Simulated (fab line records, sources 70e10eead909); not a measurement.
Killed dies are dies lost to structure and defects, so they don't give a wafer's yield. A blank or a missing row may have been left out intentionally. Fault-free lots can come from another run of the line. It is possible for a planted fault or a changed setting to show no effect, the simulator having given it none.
Comparing a struck lot with a sound one || flow nand_harc || 41 steps out of a route of 1159
Sound: these wafers, L810.2, L810.3, L810.4. Wafers L818.3, L818.5, L818.6 were the ones struck. Last of all comes the cause.
At each step with rows: each side's tool, then ch and its chambers, then its first start. Under that, the readings that differ: sound wafers || struck wafers || difference of the means || sigmas: that difference in standard deviations of wafers without a fault.
alike: words and numbers the same on both sides, and readings whose means are apart by under 2 such deviations; not compared: readings that were withheld, readings missing a value for some wafer, numbers with overlapping values and no deviation given by the record, and bounds like >300 which may hide the same value.
Wherever a step has rows on one side only, a row that says differs or no value, or a row with sigmas, the two part there. When numbers do not overlap yet have no deviation, they are printed without sigmas and do not part them. Lack of a reading on every wafer of one side parts them only where that side has two or more wafers.

first, 8 steps without rows for these wafers: NHARC_P_GATE_STRIP_95 (strips in O2); NHARC_P_GATE_STRIP_96 (strips in SPM, time 900 s); NHARC_P_GATE_RTA_64 (time 1 s); NHARC_P_GATE_ETCH_77 (etches SiO2 in dHF, target depth 6 nm); NHARC_P_GATE_DEGAS_109 (time 60 s); NHARC_P_GATE_PRE_CLEAN_110 (time 30 s); NHARC_P_GATE_SPUTTER_78 (material Ni, target thk 10 nm); NHARC_P_GATE_SPUTTER_79 (material TiN, target thk 10 nm).
NHARC_P_GATE_RTA_80: time 30 s.
  sound on rtp_anneal-02 ch 0, day 6 16:18; struck on rtp_anneal-02 ch 0, day 8 19:01
  alike: wafer_temp_C_max
then, 2 steps without rows for these wafers: NHARC_P_GATE_STRIP_67 (strips in SPM, time 600 s); NHARC_P_GATE_RTA_82 (time 30 s).
NHARC_P_GATE_INSPECT_68:
  struck on defect_inspect-01, day 8 19:57; sound on defect_inspect-02, day 6 16:55
  alike: raw_defect_count
NHARC_P_CONTACT_DEP_30: deposits SiNx, target thk 30 nm.
  sound on pecvd-01 ch 0,1,2, day 6 17:02; struck on pecvd-03 ch 1,2, day 8 20:03
  alike: heater_power_w
then, 13 steps without rows for these wafers: NHARC_P_CONTACT_DEP_00 (deposits SiO2, target thk 500 nm); NHARC_P_CONTACT_CMP_01 (polishes SiO2, target thk 200 nm); NHARC_P_CONTACT_SRD_03; NHARC_P_CONTACT_DEHYDRATE_04 (time 120 s); NHARC_P_CONTACT_HMDS_05 (time 30 s); NHARC_P_CONTACT_COAT_33 (time 75 s); NHARC_P_CONTACT_COAT_34 (time 65 s); NHARC_P_CONTACT_COAT_06 (resist thk 90 nm); NHARC_P_CONTACT_SOFTBAKE_07 (time 55 s); NHARC_P_CONTACT_EBR_08; NHARC_P_CONTACT_EXPOSE_09 (exposes mask P CA, target cd 90 nm); NHARC_P_CONTACT_PEB_10 (peb time 65 s); NHARC_P_CONTACT_DEVELOP_11 (develop time 35 s).
NHARC_P_CONTACT_CD_MEAS_12: target cd 90 nm.
  sound on cd_sem-03 ch 0, day 6 18:32; struck on cd_sem-01 ch 0, day 8 21:26
  alike: cd_nm
NHARC_P_CONTACT_OVL_MEAS_13:
  struck on overlay-01, day 8 21:31; sound on overlay-01, day 6 18:37
{"reading": "overlay_x_nm (nm)", "sound": "-1.6 -0.9 -1.1", "struck": "0.7 0.7 0.7", "difference": "+1.9", "sigmas": "+2"}
  alike: overlay_y_nm
then, 2 steps without rows for these wafers: NHARC_P_CONTACT_DESCUM_17 (chemistry O2, time 3 s); NHARC_P_CONTACT_ETCH_35 (etches the open film in CF4, target depth 39 nm, time 65 s).
NHARC_P_CONTACT_ETCH_36: etches the open film in N2/H2, target depth 260 nm, time 406.25 s.
  sound on rie_diel-13 ch 0,2,3; struck on rie_diel-13 ch 1,3
  alike: drypump_motor_current_A, oes_product_au, rf_vpp_V, showerhead_plenum_p_Torr, throttle_valve_pct
  not compared: rf_hours_counter_h
NHARC_P_CONTACT_ETCH_18: etches the open film in C4F8/O2/Ar, target depth 481 nm, time 240.5 s.
  sound on rie_diel-13 ch 1,2,3; struck on rie_diel-13 ch 1,3
  alike: oes_product_au, rf_vpp_V
  not compared: rf_hours_counter_h
then, 2 steps without rows for these wafers: NHARC_P_CONTACT_STRIP_37 (strips in C4F8/O2/Ar); NHARC_P_CONTACT_ETCH_31 (etches the open film in CH3F/O2, target depth 30 nm, time 85.7 s).
NHARC_P_CONTACT_CD_MEAS_19:
  struck on cd_sem-03, day 8 22:38; sound on cd_sem-01, day 6 19:47
  alike: cd_nm
NHARC_P_CONTACT_STRIP_28: strips in O2.
  sound on rie_diel-13 ch 0,2,3, day 6 19:52; struck on rie_diel-02 ch 0,1, day 8 22:44
  alike: drypump_motor_current_A, oes_product_au, rf_vpp_V, showerhead_plenum_p_Torr, throttle_valve_pct
  not compared: rf_hours_counter_h
then, 3 steps without rows for these wafers: NHARC_P_CONTACT_STRIP_29 (strips in post etch residue remover, time 1200 s); NHARC_P_CONTACT_DEGAS_38 (time 60 s); NHARC_P_CONTACT_PRE_CLEAN_39 (time 19.5 s).
NHARC_P_CONTACT_PVD_32: deposits Ti, target thk 5 nm, time 17.7 s.
  sound on pvd_sputter-02; struck on pvd_sputter-03
  alike: throttle_valve_pct
-- the record jumps here: 14 days lie between the struck wafers' starts before and after (it left off in module P_CONTACT and takes up again in module END, whose first step shown is number 1159 of the route) --
NHARC_END_SORT_01:
  at this point the record logs the struck wafers (prober-02 ch 0, day 22 11:01) and has no rows for the sound ones

## WHERE THEY PART
Last at NHARC_END_SORT_01 as far as this record goes, first at NHARC_P_CONTACT_OVL_MEAS_13.

WHY: what had been put in by the simulator
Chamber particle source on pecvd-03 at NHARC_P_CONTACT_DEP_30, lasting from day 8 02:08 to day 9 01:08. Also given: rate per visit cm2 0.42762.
